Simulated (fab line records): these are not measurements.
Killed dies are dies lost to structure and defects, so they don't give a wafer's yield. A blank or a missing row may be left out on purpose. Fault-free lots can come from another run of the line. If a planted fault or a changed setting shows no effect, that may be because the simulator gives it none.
Problem report in the 8D (eight disciplines) form, filled by code -- flow n5Finfet -- the parts of the form that need people (team, actions taken, sign-off) are left out

## 1. THE ISSUE
Wafers without a fault read 4000 nm, standard deviation 3.4; cdNm at N5_PASSIVATION_CD_MEAS_30 reads a mean of 3959 nm on 6 wafers belonging to 2 lots. Relative to the usual mean, that is a shift of -12 standard deviations.
The step: target cd 4000 nm.
The first sign was on wafer L441.1 at day 15 08:41, on cdSem-01. At this step, 30 wafers from 10 lots have a number in the record. The rule behind "out" and "out of limits": a value lying over 4 standard deviations away from the usual mean. Any other wafer with a number is counted as sound.

## 2. WHAT IT IS AND WHAT IT IS NOT
question,is,is not
which readings at this step,cdNm,-
which lots,"L441, L444","L433, L434, L436, L437, L446, L448, L450, L455"
which wafers of those lots,all that have a number,-
read on which gauges,cdSem-01,"cdSem-02, cdSem-03"
when,from day 15 08:41,"up to then (12 sound wafers); but 12 sound wafers of L446, L448, L450, L455 came after"

## 3. WHAT RULES OUT EACH SUSPECT
Counting: a tool at any process step up to the reading remains a suspect when it ran all the lots that are out and ran no sound lot after the first of those.
- the gauge at N5_PASSIVATION_CD_MEAS_30 has been ruled out. All the wafers that are out were read on cdSem-01, but those of them that N5_PASSIVATION_EXPOSE_27 has rows for are out there too, on other tools.
- rieDiel-01 at N5_MIM_BOT_LITHO_DESCUM_10 (chemistry O2, time 7.9 s): ruled out as a lasting fault. The sound lots L450, L455 went through it after L441, its earliest lot that is out (day 15 05:08).
- pecvd-03 at N5_PASSIVATION_PECVD_01 (deposits SiNx from SiH4/NH3/N2, target thk 200 nm, time 43.2 s): ruled out as a lasting fault. The sound lots L448, L450 went through it after L441, its earliest lot that is out (day 15 06:16).
- krfScanner-01 at N5_PASSIVATION_EXPOSE_27 (exposes mask PAD, defocus 0 nm): kept. Every lot that is out went through it, starting with L441 (day 15 08:31), and after that it ran no sound lot; the last sound lot it ran before then is L437 (day 13 09:38). Out on those wafers are its own readings of exposureDoseMJCm2.
After counting, what remains is krfScanner-01 at N5_PASSIVATION_EXPOSE_27.

## 4. THE CAUSE (what the simulator had put in)
Process parameters drifting: krfScanner-01 at N5_PASSIVATION_EXPOSE_27, beginning at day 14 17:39. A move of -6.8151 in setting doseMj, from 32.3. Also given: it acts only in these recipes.
Counting left only this tool.

## 5. SEQUENCE OF EFFECTS, ordered by route
Each row: a reading whose mean over the struck wafers that have a number lies more than 3 standard deviations from the usual. Only readings whose record carries a usual standard deviation are examined. hours: median over the lots of the time between each lot's start at the first step of this table that gives one and its start at this step. sigmas: the change, counted in usual standard deviations.
hours,step,reading,usual,on struck wafers,change,sigmas
0,N5_PASSIVATION_EXPOSE_27,exposureDoseMJCm2,32.30,25.49,-6.81,-99 or more
0,N5_PASSIVATION_CD_MEAS_30,cdNm,4000 nm,3959,-41,-12
Process steps it contains:
- N5_PASSIVATION_EXPOSE_27: exposes mask PAD, defocus 0 nm.

## 6. WHAT WOULD HAVE CAUGHT IT SOONER
15 hours passed between the start of the fault at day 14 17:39 and the first reading out of limits at a measuring or inspecting step in this record, taken at day 15 08:41.
At N5_PASSIVATION_EXPOSE_27, the tool's own readings (exposureDoseMJCm2) were out on each struck wafer the step has a row for, so an alarm limit on them would have fired on the first such wafer.
Lots out: 2; of these, L444 started N5_PASSIVATION_EXPOSE_27 on krfScanner-01 after day 15 08:41. A hold on the tool at that time would have spared it.
